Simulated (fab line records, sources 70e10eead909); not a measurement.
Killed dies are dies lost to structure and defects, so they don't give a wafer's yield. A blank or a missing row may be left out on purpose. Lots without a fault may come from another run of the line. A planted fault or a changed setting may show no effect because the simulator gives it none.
Chamber matching | flow nand_harc | NHARC_A_M1_DESCUM_14 on rie_diel-01: 4 sister chambers
The step chemistry O2, time 3 s. 8 wafers are shown with their chamber, then 10 later ones without.

WAFERS WITH THEIR CHAMBER
wafer  | chamber | showerhead_plenum_p_Torr (Torr) | oes_product_au (a.u.)
L080.5 | 2       | 2.07                            | 1.004
L086.5 | 1       | 1.98                            | 0.997
L085.1 | 2       | 2.06                            | 1.002
L085.3 | 1       | 1.99                            | 0.995
L085.5 | 0       | 1.88                            | 0.992
L087.2 | 0       | 1.88                            | 0.988
L091.3 | 3       | 1.98                            | 1.003
L091.5 | 3       | 1.98                            | 1.000

WAFERS WITHOUT THEIR CHAMBER
wafer  | showerhead_plenum_p_Torr (Torr) | oes_product_au (a.u.)
L091.6 | 1.88                            | 0.988
L092.1 | 1.88                            | 0.999
L092.3 | 1.99                            | 0.997
L092.6 | 1.98                            | 1.005
L093.1 | 1.88                            | 0.998
L093.2 | 2.06                            | 1.000
L093.6 | 1.88                            | 1.000
L095.2 | 2.06                            | 1.010
L095.3 | 1.88                            | 0.996
L095.4 | 2.06                            | 0.990

WHICH CHAMBER EACH WENT THROUGH
wafer  | from the rows above     | in truth
L091.6 | 0                       | 0
L092.1 | 0                       | 0
L092.3 | can't be placed: 1 or 3 | 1
L092.6 | 3                       | 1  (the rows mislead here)
L093.1 | 0                       | 0
L093.2 | 2                       | 2
L093.6 | 0                       | 0
L095.2 | 2                       | 2
L095.3 | 0                       | 0
L095.4 | 2                       | 2
Placed correctly: 8 of 10. Can't be placed from these rows: 1 (the true chamber is among the candidates in 1). Placed wrongly: 1.
How it was worked out, from the rows above alone: a wafer's distance from a chamber is the root of the sum, over the readings, of the square of ((its reading less the chamber's mean) divided by the reading's scatter). The wafer belongs to the nearest chamber; if the next one is less than 2 further off, it can't be placed. A chamber's mean is the mean of its shown wafers. The scatter: the root of (the sum of the squares of (reading less its chamber's mean) over the shown wafers, divided by (wafers less chambers)).
